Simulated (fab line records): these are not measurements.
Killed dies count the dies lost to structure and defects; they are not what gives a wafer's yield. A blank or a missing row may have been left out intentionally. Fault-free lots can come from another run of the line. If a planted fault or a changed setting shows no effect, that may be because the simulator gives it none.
fab line records	flow nand-harc	part 2 of 2: steps 28 to 39 of 39
[record] lots = 5	wafers = 15	last-day = 26
route steps=1159 shown A_STAIRCASE@720 A_SGD_CUT@747
lots that met no fault: taken from a fault-free run of the same line
start-h: hours from the record's first day to the start of the lot's first wafer shown	wait-h: time in hours since the lot's previous step	" as in the row above	L1.1+2: a single row standing in for several wafers	- no value, or no start given	* or withheld: withheld	< > ~ a bound
route shown NAME@n: names a module that has steps shown in the file, with the first one's number in the route	usual: mean and standard deviation over wafers with no fault	same: alike in all rows	chamber/n: place in a boat	sites: each site's reading	_std_site: the standard deviation of these	_edge_site: outer sites' mean less inner sites'	radius-mm: for every site, how far away it sits from the centre of the wafer	mask NAME#n: copy n	behind: the tool/chamber that last shaped the wafer	hold: reason for holding the lot/hours on hold/outcome of the hold	device: whichever transistor did not switch (one of n, p or np)	end of line: tests of these same wafers at the route's end	a step without rows: its recipe alone	killed: the dies lost at the first sort to structure and to defects; this is not the yield of the wafer	map: per-die view of a wafer (x killed, . not killed, _ where there is no die)
set.NAME: the setting as run; set.NAME@STEP: as run at that earlier step	model.NAME: the simulator's own value behind a step, which no gauge read
a table for each step, a row for each wafer; lots at some steps of the route
services: when a tool's chamber went out of use (start-h, in hours from the record's first day, below 0 if earlier), for how many hours, and the reason
[[steps]]
[step NHARC_A_SGD_CUT_COAT_57]
[recipe] temp-c = 225	time-s = 65
lot.wafer	tool	chamber	start-h	wait-h
L081.1+5+6	litho-track-06	0	-	-
L085.1+2+3	litho-track-01	0	-	-
L087.1+2+3	litho-track-06	0	-	-
L089.1+4+5	litho-track-04	0	-	-
L097.1+2+5	litho-track-04	0	-	-
[step NHARC_A_SGD_CUT_COAT_03]
[recipe] spin-rpm = 1500	resist-thk-nm = 90
lot.wafer	tool	chamber	start-h	wait-h
L081.1+5+6	litho-track-06	0	-	-
L085.1+2+3	litho-track-01	0	-	-
L087.1+2+3	litho-track-06	0	-	-
L089.1+4+5	litho-track-04	0	-	-
L097.1+2+5	litho-track-04	0	-	-
[step NHARC_A_SGD_CUT_SOFTBAKE_04]
[recipe] temp-c = 105	time-s = 55
lot.wafer	tool	chamber	start-h	wait-h
L081.1+5+6	litho-track-06	0	-	-
L085.1+2+3	litho-track-01	0	-	-
L087.1+2+3	litho-track-06	0	-	-
L089.1+4+5	litho-track-04	0	-	-
L097.1+2+5	litho-track-04	0	-	-
[step NHARC_A_SGD_CUT_EBR_05]
lot.wafer	tool	chamber	start-h	wait-h
L081.1+5+6	litho-track-06	0	-	-
L085.1+2+3	litho-track-01	0	-	-
L087.1+2+3	litho-track-06	0	-	-
L089.1+4+5	litho-track-04	0	-	-
L097.1+2+5	litho-track-04	0	-	-
[step NHARC_A_SGD_CUT_EXPOSE_06]
[recipe] na = 1.35	dose-mj = 85.59	mask-id = SGD
lot.wafer	tool	chamber	start-h	wait-h	mask
L081.1+5+6	arfi-scanner-01	0	363.42	-	SGD#0
L085.1+2+3	arfi-scanner-03	0	376.59	-	SGD#0
L087.1+2+3	arfi-scanner-03	0	393.47	-	SGD#0
L089.1+4+5	arfi-scanner-02	0	393.62	-	SGD#0
L097.1+2+5	arfi-scanner-03	0	470.56	-	SGD#0
[step NHARC_A_SGD_CUT_PEB_07]
[recipe] peb-temp-c = 100	peb-time-s = 65
lot.wafer	tool	chamber	start-h	wait-h
L081.1+5+6	litho-track-01	0	363.48	0.1
L085.1+2+3	litho-track-01	0	376.65	0.1
L087.1+2+3	litho-track-04	0	393.53	0.1
L089.1+4+5	litho-track-01	0	393.69	0.1
L097.1+2+5	litho-track-04	0	470.62	0.1
[step NHARC_A_SGD_CUT_DEVELOP_08]
[recipe] develop-time-s = 35	dev-temp-c = 23
lot.wafer	tool	chamber	start-h	wait-h
L081.1+5+6	litho-track-01	0	-	-
L085.1+2+3	litho-track-01	0	-	-
L087.1+2+3	litho-track-04	0	-	-
L089.1+4+5	litho-track-01	0	-	-
L097.1+2+5	litho-track-04	0	-	-
[step NHARC_A_SGD_CUT_CD_MEAS_09]
[recipe] target-cd-nm = 100	landing-energy-ev = 500
[usual] cd-nm = 99.9/0.49
lot.wafer	tool	chamber	start-h	wait-h	cd-nm
L081.1	cd-sem-03	0	363.56	-	99.9
L081.5	"	0	"	"	100.2
L081.6	"	0	"	"	99.2
L085.1	cd-sem-02	0	376.73	-	99.9
L085.2	"	0	"	"	100.6
L085.3	"	0	"	"	100.3
L087.1	cd-sem-02	0	393.61	-	99.8
L087.2	"	0	"	"	100.0
L087.3	"	0	"	"	99.8
L089.1	cd-sem-03	0	393.76	-	99.4
L089.4	"	0	"	"	100.0
L089.5	"	0	"	"	99.3
L097.1	cd-sem-02	0	470.71	-	100.3
L097.2	"	0	"	"	99.8
L097.5	"	0	"	"	100.7
[step NHARC_A_SGD_CUT_OVL_MEAS_10]
[usual] overlay-x-nm = 0.1/0.92	overlay-y-nm = 0.0/0.74
lot.wafer	tool	chamber	start-h	wait-h	overlay-x-nm	overlay-y-nm
L081.1	overlay-01	-	363.65	-	-0.9	0.4
L081.5	"	-	"	"	-1.0	0.7
L081.6	"	-	"	"	-1.1	0.2
L085.1	overlay-01	-	376.81	-	-0.5	1.1
L085.2	"	-	"	"	-1.0	1.2
L085.3	"	-	"	"	-0.6	0.4
L087.1	overlay-02	-	393.70	-	0.5	0.2
L087.2	"	-	"	"	0.7	0.8
L087.3	"	-	"	"	-0.1	-0.1
L089.1	overlay-01	-	393.85	-	-1.3	0.1
L089.4	"	-	"	"	-0.5	0.8
L089.5	"	-	"	"	-0.2	0.8
L097.1	overlay-02	-	470.79	-	0.5	0.3
L097.2	"	-	"	"	0.5	0.4
L097.5	"	-	"	"	0.4	1.1
[step NHARC_A_SGD_CUT_INSPECT_11]
[usual] raw-defect-count = 20/11
lot.wafer	tool	chamber	start-h	wait-h	raw-defect-count
L081.1	defect-inspect-02	-	363.68	0.0	5
L081.5	"	-	"	"	10
L081.6	"	-	"	"	13
L085.1	defect-inspect-02	-	376.85	0.0	26
L085.2	"	-	"	"	27
L085.3	"	-	"	"	19
L087.1	defect-inspect-02	-	393.74	0.0	24
L087.2	"	-	"	"	26
L087.3	"	-	"	"	28
L089.1	defect-inspect-01	-	393.89	0.0	6
L089.4	"	-	"	"	9
L089.5	"	-	"	"	9
L097.1	defect-inspect-02	-	470.83	0.0	13
L097.2	"	-	"	"	10
L097.5	"	-	"	"	13
[step NHARC_A_SGD_CUT_DESCUM_14]
[recipe] time-s = 3	o2-flow-sccm = 200	ar-flow-sccm = 0	bias-power-w = 0	chemistry = O2
[usual] drypump-motor-current-A = 5.5/0.4	o2-flow-sccm = 199.9/0.63	oes-product-au = 1.000/0.0082	rf-vpp-V = 57.9/0.84	showerhead-plenum-p-Torr = 1.92/0.083	throttle-valve-pct = 11.313/0.0099
lot.wafer	tool	chamber	start-h	wait-h	drypump-motor-current-A	o2-flow-sccm	oes-product-au	rf-hours-counter-h	rf-vpp-V	showerhead-plenum-p-Torr	throttle-valve-pct
L081.1	rie-diel-05	0	363.77	0.1	5.1	200.2	0.995	0	56.6	1.89	11.313
L081.5	"	1	"	"	6.2	200.2	0.994	-	57.6	1.89	11.313
L081.6	"	2	"	"	5.1	199.5	0.997	-	56.8	1.81	11.319
L085.1	rie-diel-06	0	376.91	0.1	5.8	200.3	1.001	13	57.3	1.77	11.303
L085.3	"	2	"	"	5.6	199.4	0.990	14	57.7	1.90	11.306
L085.2	"	3	"	"	5.2	200.7	0.995	13	58.2	2.04	11.308
L087.3	rie-diel-05	1	393.81	0.1	6.2	201.2	1.000	2	57.9	1.89	11.310
L087.2	"	2	"	"	5.1	200.4	1.003	2	56.7	1.81	11.315
L087.1	"	3	"	"	5.2	199.3	1.003	2	59.7	1.93	11.304
L089.1	rie-diel-06	3	393.95	0.1	5.1	200.1	1.003	15	57.1	2.04	11.300
L089.4	"	2	"	"	5.6	200.6	0.988	16	57.6	1.90	11.309
L089.5	"	0	"	"	5.9	199.0	1.004	-	58.5	1.77	11.328
L097.2	rie-diel-08	1	470.90	0.1	5.2	198.9	1.001	15	56.8	1.95	11.332
L097.1	"	2	"	"	5.9	199.0	1.004	11	58.5	2.04	11.321
L097.5	"	3	"	"	5.5	199.6	0.993	-	57.3	1.97	11.318
[step NHARC_A_SGD_CUT_ETCH_58]
[recipe] target-depth-a = 390	over-etch-frac = 0.3	time-s = 65	ion-energy-ev = 80	cf4-flow-sccm = 150	ar-flow-sccm = 0	rf-w = 300	bias-w = 100	chemistry = CF4
[usual] drypump-motor-current-A = 5.5/0.4	oes-product-au = 1.001/0.0074	rf-vpp-V = 151.4/1.1	showerhead-plenum-p-Torr = 1.78/0.071	throttle-valve-pct = 13.284/0.0089
lot.wafer	tool	chamber	start-h	wait-h	drypump-motor-current-A	oes-product-au	rf-hours-counter-h	rf-vpp-V	showerhead-plenum-p-Torr	throttle-valve-pct
L081.1	rie-diel-05	2	363.84	0.1	5.1	0.997	0	149.5	1.68	13.286
L081.6	"	1	"	"	6.2	0.998	-	151.2	1.75	13.298
L081.5	"	2	"	"	5.1	1.011	-	150.7	1.68	13.285
L085.3	rie-diel-06	0	377.00	0.1	5.8	1.016	13	150.5	1.65	13.263
L085.1	"	1	"	"	6.1	1.003	10	151.9	1.89	13.282
L085.2	"	2	"	"	5.6	1.003	14	151.1	1.76	13.277
L087.1	rie-diel-05	3	393.89	0.1	5.2	1.005	2	151.2	1.78	13.285
L087.3	"	0	"	"	5.1	1.007	2	149.6	1.75	13.298
L087.2	"	1	"	"	6.2	1.000	2	151.4	1.75	13.288
L089.1	rie-diel-06	0	394.10	0.1	5.8	1.007	14	149.2	1.65	13.298
L089.4	"	1	"	"	6.1	1.000	12	152.6	1.89	13.278
L089.5	"	0	"	"	5.8	1.000	-	149.8	1.65	13.275
L097.2	rie-diel-08	2	471.00	0.1	5.9	0.994	11	152.2	1.88	13.293
L097.1	"	1	"	"	5.2	1.005	15	151.1	1.80	13.298
L097.5	"	1	"	"	5.1	1.000	-	152.8	1.80	13.296
[[services]]
tool	chamber	start-h	hours	kind
litho-track-02	-	340.00	7.0	pm
rie-diel-05	-	340.60	9.0	pm
cmp-03	-	343.68	1.7	repair
cmp-02	-	346.26	1.5	repair
rie-diel-09	-	350.67	2.0	repair
cmp-03	-	352.00	4.0	pm
rie-diel-11	-	366.68	9.0	pm
wet-bench-05	-	372.80	8.0	pm
litho-track-03	-	388.00	7.0	pm
cmp-02	-	391.66	2.3	repair
cmp-03	-	400.19	0.3	repair
rie-diel-06	3	409.83	5.7	repair
litho-track-05	-	412.01	7.0	pm
rie-diel-06	-	418.28	9.0	pm
pecvd-01	-	418.53	13.0	pm
cmp-02	-	422.55	4.0	pm
rie-diel-09	-	431.29	9.0	pm
rie-diel-06	2	431.36	7.3	repair
litho-track-01	-	443.00	7.0	pm
cmp-03	-	450.00	4.0	pm
wet-bench-03	-	452.45	1.8	repair
pecvd-01	0	452.84	6.8	repair
wet-bench-09	-	464.80	8.0	pm
litho-track-06	-	467.00	7.0	pm
